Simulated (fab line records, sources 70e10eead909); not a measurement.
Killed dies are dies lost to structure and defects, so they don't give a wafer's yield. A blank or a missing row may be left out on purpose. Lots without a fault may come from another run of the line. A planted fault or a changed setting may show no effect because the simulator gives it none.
Chamber matching | flow nand_harc | NHARC_A_SGD_CUT_DEP_00 on pecvd-01: 3 sister chambers
The step deposits SiNx, target thk 50 nm. 6 wafers are shown with their chamber, then 10 later ones without.

WAFERS WITH THEIR CHAMBER
wafer  | chamber | heater_power_w (W)
L083.2 | 0       | 851
L088.4 | 1       | 739
L088.5 | 0       | 886
L088.6 | 2       | 684
L091.1 | 1       | 699
L091.4 | 2       | 744

WAFERS WITHOUT THEIR CHAMBER
wafer  | heater_power_w (W)
L091.5 | 727
L093.2 | 785
L093.4 | 792
L093.6 | 780
L095.1 | 803
L095.4 | 817
L095.6 | 734
L096.1 | 732
L096.5 | 739
L096.6 | 778

WHICH CHAMBER EACH WENT THROUGH
wafer  | from the rows above          | in truth
L091.5 | can't be placed: 1 or 2      | 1
L093.2 | can't be placed: 1 or 2 or 0 | 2
L093.4 | can't be placed: 1 or 0 or 2 | 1
L093.6 | can't be placed: 1 or 2 or 0 | 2
L095.1 | can't be placed: 0 or 1 or 2 | 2
L095.4 | can't be placed: 0 or 1 or 2 | 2
L095.6 | can't be placed: 1 or 2      | 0
L096.1 | can't be placed: 1 or 2      | 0
L096.5 | can't be placed: 1 or 2      | 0
L096.6 | can't be placed: 1 or 2 or 0 | 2
Placed correctly: 0 of 10. Can't be placed from these rows: 10 (the true chamber is among the candidates in 7). Placed wrongly: 0.
How it was worked out, from the rows above alone: a wafer's distance from a chamber is the root of the sum, over the readings, of the square of ((its reading less the chamber's mean) divided by the reading's scatter). The wafer belongs to the nearest chamber; if the next one is less than 2 further off, it can't be placed. A chamber's mean is the mean of its shown wafers. The scatter: the root of (the sum of the squares of (reading less its chamber's mean) over the shown wafers, divided by (wafers less chambers)).
